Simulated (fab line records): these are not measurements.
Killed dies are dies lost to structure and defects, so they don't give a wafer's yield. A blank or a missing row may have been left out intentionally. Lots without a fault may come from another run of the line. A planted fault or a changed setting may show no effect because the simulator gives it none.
Comparing a struck lot with a sound one :: flow nandHarc :: 15 steps out of a route of 1302
Sound: the wafers L138.1, L138.3, L138.4. Wafers L143.2, L143.4, L143.6 were the ones struck. The cause is named last.
Per side, at each step with rows, come the tool, then ch with its chambers, and then its first start. Under that, the readings that differ: sound wafers :: struck wafers :: difference of the means :: sigmas: that difference in standard deviations of wafers without a fault.
alike: readings whose means differ by less than 2 such deviations, and words and numbers that are the same on both sides. not compared: withheld readings, readings that some wafer has no value for, bounds like >300 that may hide the same value, and numbers for which the record gives no deviation and whose values overlap.
Wherever a step has rows on one side only, a row that says differs or no value, or a row with sigmas, the two part there. When numbers do not overlap yet have no deviation, they are printed without sigmas and do not part them. A reading missing from all wafers of one side parts the sides only when that side holds two or more wafers.

first, 2 steps without rows for these wafers: NHARC_A_CONTACT_PEB_67 (peb time 65 s); NHARC_A_CONTACT_DEVELOP_68 (develop time 35 s).
NHARC_A_CONTACT_CD_MEAS_69 targets a cd of 300 nm.
  sound on cdSem-01 ch 0, day 24 04:31; struck on cdSem-03 ch 0, day 26 09:06
  alike: cdNm
NHARC_A_CONTACT_OVL_MEAS_70:
  sound on overlay-01 at day 24 04:37; struck on overlay-01 at day 26 09:11
reading: overlayXNm (nm)
sound: -1.4 -0.5 -0.8
struck: 1.1 1.7 1.2
difference: +2.2
sigmas: +3
  alike: overlayYNm
NHARC_A_CONTACT_INSPECT_71:
  sound on defectInspect-02 at day 24 04:38; struck on defectInspect-01 at day 26 09:14
  alike: rawDefectCount
then, 2 steps without rows for these wafers: NHARC_A_CONTACT_DESCUM_74 (chemistry O2, time 3 s); NHARC_A_CONTACT_ETCH_75 (etches the open film in CF4, target depth 39 nm, time 65 s).
NHARC_A_CONTACT_ETCH_76: etches the open film in N2/H2, target depth 260 nm, time 475.3 s.
  sound: rieDiel-12 ch 0,1,2; struck: rieDiel-12 ch 0,1,2
  alike: biasW, chamberPressureMTorr, drypumpMotorCurrentA, oesProductAu, rfFwdPowerW, rfVppV, showerheadPlenumPTorr, throttleValvePct
  not compared: rfHoursCounterH
NHARC_A_CONTACT_ETCH_77: etches the open film in CF4/CHF3, target depth 108.9 nm, time 54.5 s.
  sound: rieDiel-12 ch 1,2,3; struck: rieDiel-12 ch 2,3
  alike: biasW, cf4FlowSccm, drypumpMotorCurrentA, oesProductAu, rfFwdPowerW, rfVppV, showerheadPlenumPTorr, throttleValvePct
  not compared: rfHoursCounterH
NHARC_A_CONTACT_ETCH_78: etches the open film in O2/COS, target depth 5300 nm, time 1378 s.
  sound: rieDiel-12 ch 1,2,3; struck: rieDiel-12 ch 1,2
  alike: biasW, chamberPressureMTorr, cosFlowSccm, drypumpMotorCurrentA, o2FlowSccm, oesProductAu, rfFwdPowerW, rfVppV, showerheadPlenumPTorr, throttleValvePct
  not compared: rfHoursCounterH
NHARC_A_CONTACT_ETCH_124: etches the open film in C4F8/O2/Ar, time 140 s, target depth 700 nm.
  sound on harCapEtch-03 ch 0,1, day 24 06:17; struck on harCapEtch-03 ch 0,1, day 26 10:52
  alike: chamberPressureMTorr, oesAirLineAu
  not compared: rfHoursCounterH
NHARC_A_CONTACT_ETCH_125: etches the open film in C4F8/O2/Ar, time 197 s, target depth 1918 nm.
  sound on harCapEtch-03 ch 0,1, day 24 06:29; struck on harCapEtch-03 ch 0,1, day 26 11:04
  alike: chamberPressureMTorr, oesAirLineAu
  not compared: rfHoursCounterH
NHARC_A_CONTACT_ETCH_126: etches the open film in C4F8/O2/Ar, time 197 s, target depth 1918 nm.
  sound on harCapEtch-03 ch 0,1, day 24 06:40; struck on harCapEtch-03 ch 0,1, day 26 11:14
  no value came back on the struck wafers for chamberPressureMTorr (mTorr), oesAirLineAu (a.u.); on the sound wafers chamberPressureMTorr (mTorr) reads 20.018 19.976 19.982
  not compared: rfHoursCounterH
then, 1 step without rows for these wafers: NHARC_A_CONTACT_ETCH_127 (etches the open film in C4F8/O2/Ar, time 197 s, target depth 1918 nm).
-- jump in the record: it breaks off in module A_CONTACT and resumes in module END (first step shown: number 1302 of the route), and 2 days separate the struck wafers' starts before and after --
NHARC_END_SORT_01:
  sound on prober-02 ch 0, day 26 17:25; struck on prober-02 ch 0, day 28 20:27
reading: killedAtArray
sound: 47 42 51
struck: 673 674 675
difference: +627
sigmas: +35

reading: killedDies
sound: 51 44 53
struck: 677 677 677
difference: +628
sigmas: +35
  alike: killedAtOther, killedAtPeriphery, killedOpen, killedShort

== WHERE THEY PART ==
First at NHARC_A_CONTACT_OVL_MEAS_70; last, within this record, at NHARC_END_SORT_01.

WHY: the cause the simulator had injected
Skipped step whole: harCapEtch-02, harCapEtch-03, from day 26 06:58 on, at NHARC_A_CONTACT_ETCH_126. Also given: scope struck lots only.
